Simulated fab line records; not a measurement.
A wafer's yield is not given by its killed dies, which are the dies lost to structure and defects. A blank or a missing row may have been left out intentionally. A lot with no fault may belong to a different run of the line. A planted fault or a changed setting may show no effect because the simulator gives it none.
A struck lot beside a sound one -- flow nand_harc -- 24 steps out of a route of 1159
Sound: these wafers, L760.3, L760.4, L760.6. Struck: wafer L771.5 (left out: L771.3, L771.6 of the same lot, which were not struck); the cause appears at the end.
Each step with rows lists, per side, the tool, then ch with its chambers, then its first start. Under that, the readings that differ: sound wafers -- struck wafers -- difference of the means -- sigmas: that difference in standard deviations of wafers without a fault.
alike: readings with means less than 2 such deviations apart, plus words and numbers identical on both sides. not compared: withheld readings, readings lacking a value on some wafer, bounds such as >300 that could conceal the same value, and numbers that have no deviation in the record and whose values overlap.
The two part at a step that has a row with sigmas, a row that says differs or no value, or rows on one side only. When numbers do not overlap yet have no deviation, they are printed without sigmas and do not part them. Lack of a reading on every wafer of one side parts them only where that side has two or more wafers.

first, 1 step without rows for these wafers: NHARC_A_WL_FILL_SRD_14.
NHARC_A_WL_FILL_ALD_19: deposits TiN, target thk 2 nm, pulse time 3 s, ald cycles 100.
  sound on ald_metal-01 ch 0,1,3, day 15 19:07; struck on ald_metal-04 ch 3, day 19 18:32
  alike: heater_power_w, precursor_pulse_height_rel
NHARC_A_WL_FILL_CVD_20: deposits W, target thk 75 nm, time 5064 s.
  sound: cvd_w-01 ch 0,1; struck: cvd_w-02 ch 1
  alike: heater_power_w, mfc_wf6_sccm, throttle_valve_pct
NHARC_A_WL_FILL_CMP_12: polishes, t overpolish 30 s, target thk 75 nm.
  sound on cmp-04 ch 0,3, day 16 01:03; struck on cmp-04 ch 1, day 20 00:44
  alike: motor_current_A, overpolish_run_s, retaining_ring_pressure_frac, time_to_endpoint_s
then, 1 step without rows for these wafers: NHARC_A_WL_FILL_SRD_31.
NHARC_A_WL_FILL_INSPECT_15:
  sound on defect_inspect-01, day 16 01:32; struck on defect_inspect-02, day 20 01:09
  alike: raw_defect_count
NHARC_A_CONTACT_DEP_24: deposits SiO2, target thk 500 nm.
  sound on pecvd-03 ch 0,1,2, day 16 01:44; struck on pecvd-01 ch 0, day 20 01:34
  alike: heater_power_w, mfc_precursor_sccm, rf_fwd_power_W, throttle_valve_pct
then, 1 step without rows for these wafers: NHARC_A_CONTACT_DEP_28 (deposits aC, target thk 3600 nm).
NHARC_A_CONTACT_DEP_29: deposits SiON, target thk 70 nm.
  sound on pecvd-04 ch 0,1, day 16 07:52; struck on pecvd-04 ch 1, day 20 07:16
reading,sound,struck,difference,sigmas
rf_fwd_power_W (W),348.4 346.6 352.6,346.9,-2.3,-2
  alike: heater_power_w
then, 10 steps without rows for these wafers: NHARC_A_CONTACT_DEHYDRATE_32 (time 120 s); NHARC_A_CONTACT_HMDS_33 (time 30 s); NHARC_A_CONTACT_COAT_34 (time 75 s); NHARC_A_CONTACT_COAT_35 (time 65 s); NHARC_A_CONTACT_COAT_36 (resist thk 90 nm); NHARC_A_CONTACT_SOFTBAKE_37 (time 55 s); NHARC_A_CONTACT_EBR_38; NHARC_A_CONTACT_EXPOSE_39 (exposes mask A CC 3); NHARC_A_CONTACT_PEB_40 (peb time 65 s); NHARC_A_CONTACT_DEVELOP_41 (develop time 35 s).
NHARC_A_CONTACT_CD_MEAS_42: target cd 200 nm.
  sound on cd_sem-01 ch 0, day 16 08:35; struck on cd_sem-01 ch 0, day 20 07:58
  alike: cd_nm
NHARC_A_CONTACT_OVL_MEAS_43:
  sound on overlay-02, day 16 08:40; struck on overlay-02, day 20 08:03
reading,sound,struck,difference,sigmas
overlay_x_nm (nm),-1.2 -1.5 -1.4,0.5,+1.9,+2
  alike: overlay_y_nm
NHARC_A_CONTACT_INSPECT_44:
  sound on defect_inspect-01, day 16 08:43; struck on defect_inspect-01, day 20 08:05
reading,sound,struck,difference,sigmas
raw_defect_count,31 29 28,1249,+1220,+76
NHARC_A_CONTACT_DESCUM_47: chemistry O2, time 3 s.
  sound on rie_diel-09 ch 0,3, day 16 08:46; struck on rie_diel-09 ch 3, day 20 08:10
  alike: drypump_motor_current_A, oes_product_au, rf_vpp_V, showerhead_plenum_p_Torr, throttle_valve_pct
  not compared: rf_hours_counter_h
-- jump in the record: it breaks off in module A_CONTACT and resumes in module END (first step shown: number 1159 of the route), and 4 days separate the struck wafers' starts before and after --
NHARC_END_SORT_01:
  only the struck wafers appear in the record here, on prober-01 ch 0 at day 23 23:37; the sound ones have no rows

## WHERE THEY PART
Last at NHARC_END_SORT_01 as far as this record goes, first at NHARC_A_CONTACT_DEP_29.

WHY: what had been put in by the simulator
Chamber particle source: pecvd-04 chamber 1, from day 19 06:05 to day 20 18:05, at NHARC_A_CONTACT_DEP_29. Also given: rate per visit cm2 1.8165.
